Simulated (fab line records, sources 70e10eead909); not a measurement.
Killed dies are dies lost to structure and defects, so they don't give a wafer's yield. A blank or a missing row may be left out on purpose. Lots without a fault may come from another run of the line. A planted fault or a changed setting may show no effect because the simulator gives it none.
Chamber matching | flow nand_harc | NHARC_P_CONTACT_DEP_30 on pecvd-02: 3 sister chambers
The step deposits SiNx, target thk 30 nm. 3 wafers are shown with their chamber, then 8 later ones without.

WAFERS WITH THEIR CHAMBER
wafer  | chamber | heater_power_w (W)
L089.5 | 1       | 778
L093.4 | 0       | 771
L095.2 | 2       | 562

WAFERS WITHOUT THEIR CHAMBER
wafer  | heater_power_w (W)
L095.4 | 568
L095.6 | 839
L096.1 | 521
L096.2 | 770
L096.3 | 764
L097.2 | 657
L097.4 | 666
L097.6 | 866

WHICH CHAMBER EACH WENT THROUGH
wafer  | from the rows above          | in truth
L095.4 | 2                            | 2
L095.6 | can't be placed: 1 or 0      | 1
L096.1 | 2                            | 2
L096.2 | can't be placed: 0 or 1      | 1
L096.3 | can't be placed: 0 or 1      | 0
L097.2 | can't be placed: 2 or 0 or 1 | 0
L097.4 | can't be placed: 2 or 0 or 1 | 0
L097.6 | can't be placed: 1 or 0      | 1
Placed correctly: 2 of 8. Can't be placed from these rows: 6 (the true chamber is among the candidates in 6). Placed wrongly: 0.
How it was worked out, from the rows above alone: a wafer's distance from a chamber is the root of the sum, over the readings, of the square of ((its reading less the chamber's mean) divided by the reading's scatter). The wafer belongs to the nearest chamber; if the next one is less than 2 further off, it can't be placed. A chamber's mean is the mean of its shown wafers. The scatter: with one shown wafer a chamber, the root of the mean of the squares of how far each hidden wafer lies from its nearest shown one.
